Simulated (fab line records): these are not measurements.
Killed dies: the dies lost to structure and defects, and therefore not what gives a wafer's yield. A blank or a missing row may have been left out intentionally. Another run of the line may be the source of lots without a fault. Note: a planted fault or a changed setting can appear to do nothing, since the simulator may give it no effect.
A single fault, viewed from 2 desks / flow n5Finfet / each desk holds nothing but its own numbers, with what lay behind them at the end

== THE DEFECT DESK ==
Lot by lot, what the route's inspections counted, given as the mean of those sampled wafers with a number. Any lot whose mean is over 4 standard deviations away from the usual mean is out of limits and marked OUT; that distance is given in the brackets.
Columns: A = rawDefectCount at N5_MIM_BOT_LITHO_INSPECT_12, usual 2
lot=L144; first seen here=day 12 03:37; A=2
lot=L146; first seen here=day 12 13:30; A=2
lot=L148; first seen here=day 13 14:46; A=2
lot=L150; first seen here=day 13 18:43; A=1
lot=L151; first seen here=day 14 02:16; A=2
lot=L153; first seen here=day 14 13:46; A=2
lot=L154; first seen here=day 15 02:52; A=2
lot=L155; first seen here=day 15 06:26; A=3
lot=L158; first seen here=day 15 18:07; A=2
lot=L164; first seen here=day 17 21:15; A=3
lot=L165; first seen here=day 17 21:25; A=3
Finding of this desk: none of the 11 lots has anything out of limits.

== TOOL OWNER'S DESK, rieDiel-05 ==
The tool's own readings at N5_PASSIVATION_PASS_ETCH_74 (etches SiNx in CF4/O2, target depth 220 nm, time 110 s): means of the sampled wafers that have a number, for each lot that ran on this tool. Any lot whose mean is over 4 standard deviations away from the usual mean is out of limits and marked OUT; that distance is given in the brackets. Of its 10 readings 7 are shown: the one that was out of limits first, and those that lie furthest out on some lot.
Columns: A = O2_flow_sccm at N5_PASSIVATION_PASS_ETCH_74, usual 9.998 sccm; B = cf4FlowSccm at N5_PASSIVATION_PASS_ETCH_74, usual 100.0 sccm; C = chamberPressureMTorr at N5_PASSIVATION_PASS_ETCH_74, usual 40.00 mTorr; D = oes_o_777_au at N5_PASSIVATION_PASS_ETCH_74, usual 0.82 a.u.; E = oesProductAu at N5_PASSIVATION_PASS_ETCH_74, usual 0.82 a.u.; F = showerheadPlenumPTorr at N5_PASSIVATION_PASS_ETCH_74, usual 2.19 Torr; G = throttleValvePct at N5_PASSIVATION_PASS_ETCH_74, usual 15.81 %
lot=L146; first seen here=day 12 15:54; A=10.028; B=99.7; C=39.99; D=0.94; E=0.95; F=2.25; G=15.41
lot=L151; first seen here=day 14 04:44; A=9.992; B=100.5; C=40.00; D=0.91; E=0.90; F=2.24; G=15.43
lot=L155; first seen here=day 15 10:42; A=9.992; B=99.8; C=40.03; D=0.84; E=0.84; F=2.26; G=15.54
lot=L158; first seen here=day 15 20:42; A=10.019; B=100.0; C=39.97; D=0.85; E=0.84; F=2.28; G=15.54
lot=L164; first seen here=day 17 22:58; A=9.995; B=92.4 (-23) OUT; C=40.00; D=0.94; E=0.84; F=2.20; G=15.25
This desk's finding: out of limits on L164; first on L164, day 17 22:58 (cf4FlowSccm at N5_PASSIVATION_PASS_ETCH_74). In limits: L146, L151, L155, L158.

== BROUGHT TOGETHER ==
At day 17 22:58, on L164, the tool owner's desk was in a position to raise an alarm.
The defect desk saw nothing out of limits.
The defect desk has L164 on record, within its limits.
The lots listed all ran N5_PASSIVATION_PASS_ETCH_74 on rieDiel-05.

== WHAT HAD BEEN PUT IN BY THE SIMULATOR ==
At N5_PASSIVATION_PASS_ETCH_74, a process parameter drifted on rieDiel-05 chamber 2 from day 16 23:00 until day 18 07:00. Setting cf4FlowSccm shifted by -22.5 from 100. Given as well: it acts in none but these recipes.
Lots struck among those shown: L164.
Hours from the fault's start to each desk's first reading out of limits: the tool owner's desk, 24.
